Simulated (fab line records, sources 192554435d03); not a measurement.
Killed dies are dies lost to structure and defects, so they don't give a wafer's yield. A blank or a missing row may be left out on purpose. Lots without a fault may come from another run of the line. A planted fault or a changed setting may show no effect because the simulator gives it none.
Problem report in the 8D (eight disciplines) form, filled by code | flow n5_finfet | the parts of the form that need people (team, actions taken, sign-off) are left out

1. THE PROBLEM
rf_fwd_power_W at N5_BEOL_M0_SAQP_MANDREL_ETCH_20 reads a mean of 984.2 W on 2 wafers of 1 lot; wafers without a fault read 794.4 W with a standard deviation of 2.8. That is +68 standard deviations from the usual mean.
The step: etches a-Si in HBr/Cl2, stops on SiNx, target depth 60 nm, bt time 10 s, time 30 s.
First seen on wafer L323.3, day 9 11:48, on rie_si-05. The record holds 9 wafers of 3 lots with a number at this step. Rule for "out", or "out of limits": more than 4 standard deviations from the usual mean. The other wafers with a number count as sound.

2. WHAT IT IS AND WHAT IT IS NOT
question                    | is               | is not
which readings at this step | rf_fwd_power_W   | bias_w, chamber_pressure_mTorr, drypump_motor_current_A, mfc_cl2_sccm, oes_product_au, throttle_valve_pct
which lots                  | L323             | L322, L326
which wafers of those lots  | L323.3, L323.5   | L323.4
read on which tools         | rie_si-05        | rie_si-02
when                        | from day 9 11:48 | up to then (4 sound wafers); but 3 sound wafers of L326 came after

3. SUSPECTS, AND WHAT RULES EACH OUT
Counting: a tool at a process step up to the reading stays a suspect if it ran every lot that is out. Sound lots after the first of them don't rule it out here, since some wafers of a struck lot are sound.
- rie_si-05 at N5_BEOL_M0_SAQP_MANDREL_ETCH_20 (etches a-Si in HBr/Cl2, stops on SiNx, target depth 60 nm, bt time 10 s, time 30 s): kept. It ran the lot that is out, L323 (day 9 11:48); its last sound lot up to then is L322 (day 9 08:28). Its own readings are out on those wafers: rf_fwd_power_W.
- Within rie_si-05 at N5_BEOL_M0_SAQP_MANDREL_ETCH_20: the wafers that are out ran in chamber 3; their sound lot-mates ran in chamber 2.
Left after counting: rie_si-05 at N5_BEOL_M0_SAQP_MANDREL_ETCH_20.

4. THE CAUSE (what the simulator had put in)
Process parameter drift: rie_si-05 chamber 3, from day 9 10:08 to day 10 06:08, at N5_BEOL_M0_SAQP_MANDREL_ETCH_20. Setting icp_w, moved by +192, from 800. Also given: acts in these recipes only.
Counting left only this tool.

5. THE CHAIN OF EFFECTS, in route order
Each row: a reading whose mean over the struck wafers that have a number lies more than 3 standard deviations from the usual. Only readings for which the record gives a usual standard deviation are gone through. hours: the time from each lot's start at the first step in this table that gives one to its start at this step, as a median over the lots. sigmas: the change in usual standard deviations.
hours | step                            | reading        | usual   | on struck wafers | change | sigmas
0     | N5_BEOL_M0_SAQP_MANDREL_ETCH_20 | rf_fwd_power_W | 794.4 W | 984.2            | +189.9 | +68
The process steps in it:
- N5_BEOL_M0_SAQP_MANDREL_ETCH_20: etches a-Si in HBr/Cl2, stops on SiNx, target depth 60 nm, bt time 10 s, time 30 s.
Later measuring or inspecting steps at which every struck wafer that the step has a row for has a number for every such reading, and none has moved that far: N5_BEOL_M4_RC_MEAS_101.

6. WHAT WOULD HAVE CAUGHT IT SOONER
In this record the first reading out of limits was taken at day 9 11:48, 2 hours after the fault began at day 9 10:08.
